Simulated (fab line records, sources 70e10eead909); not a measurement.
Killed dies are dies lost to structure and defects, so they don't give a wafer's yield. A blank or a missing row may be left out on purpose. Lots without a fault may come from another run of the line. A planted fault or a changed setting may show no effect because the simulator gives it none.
One fault seen from 2 desks | flow nand_harc | each desk has only its own numbers; what lay behind them comes last

THE TOOL OWNER'S DESK: pecvd_onon-03
The tool's own readings at NHARC_A_ONON_D1_DEP_03 (target thk 1000 nm): means of the sampled wafers that have a number, for each lot that ran on this tool. A lot is out of limits, marked OUT, if its mean lies more than 4 standard deviations from the usual mean; the brackets give that distance.
Columns: A = susceptor_temp_C at NHARC_A_ONON_D1_DEP_03, usual 400.00 C
lot  | first seen here | A
L657 | day 7 23:07     | 399.90
L664 | day 9 09:27     | 399.90
L666 | day 9 19:34     | 399.85
L668 | day 10 18:52    | 399.94
This desk's finding: nothing out of limits on any of the 4 lots.

THE METROLOGY DESK
What the gauges read, lot by lot, whatever tool the lot ran on: means of the sampled wafers that have a number. A lot is out of limits, marked OUT, if its mean lies more than 4 standard deviations from the usual mean; the brackets give that distance.
Columns: A = thk_nm at NHARC_P_BONDPAD_THK_MEAS_20, usual 161.0 nm; B = thk_nm at NHARC_A_SOURCE_PLATE_THK_MEAS_06, usual 199.8 nm; C = thk_nm at NHARC_A_ONON_D1_THK_MEAS_05, usual 1001 nm
lot  | first seen here | A     | B     | C
L657 | day 6 20:45     | 161.2 | 200.8 | 1007
L660 | day 6 23:56     | 161.2 | 200.2 | 993
L661 | day 7 10:15     | 159.2 | 199.4 | 983
L664 | day 8 09:40     | 160.7 | 198.0 | 1001
L666 | day 8 19:11     | 160.7 | 199.9 | 622 (-45) OUT
L668 | day 9 15:24     | 160.0 | 198.4 | 626 (-45) OUT
L672 | day 9 17:09     | 159.8 | 200.7 | 996
L674 | day 10 17:52    | 161.2 | 201.5 | 1002
L676 | day 11 04:34    | 162.4 | 201.1 | 1015
L677 | day 11 06:13    | 161.8 | 200.0 | 1009
L678 | day 11 17:11    | 160.3 | 199.1 | 1004
L680 | day 12 05:05    | 161.8 | 199.1 | 1001
This desk's finding: out of limits on L666, L668; first on L666, day 9 20:05 (thk_nm at NHARC_A_ONON_D1_THK_MEAS_05). In limits: L657, L660, L661, L664, L672, L674, L676, L677, L678, L680.

PUT TOGETHER
The metrology desk could have raised an alarm at day 9 20:05, on L666, L668.
The tool owner's desk saw nothing out of limits.
The tool owner's desk has L666, L668 on record, within its limits.
Of the lots named, all ran NHARC_A_ONON_D1_DEP_03 on pecvd_onon-03.

WHAT THE SIMULATOR HAD PUT IN
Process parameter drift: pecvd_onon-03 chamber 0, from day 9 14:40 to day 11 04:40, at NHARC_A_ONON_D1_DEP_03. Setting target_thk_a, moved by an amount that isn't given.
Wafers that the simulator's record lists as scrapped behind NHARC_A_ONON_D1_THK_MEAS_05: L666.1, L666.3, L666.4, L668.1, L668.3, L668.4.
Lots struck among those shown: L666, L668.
Hours from the fault's start to each desk's first reading out of limits: the metrology desk, 5.
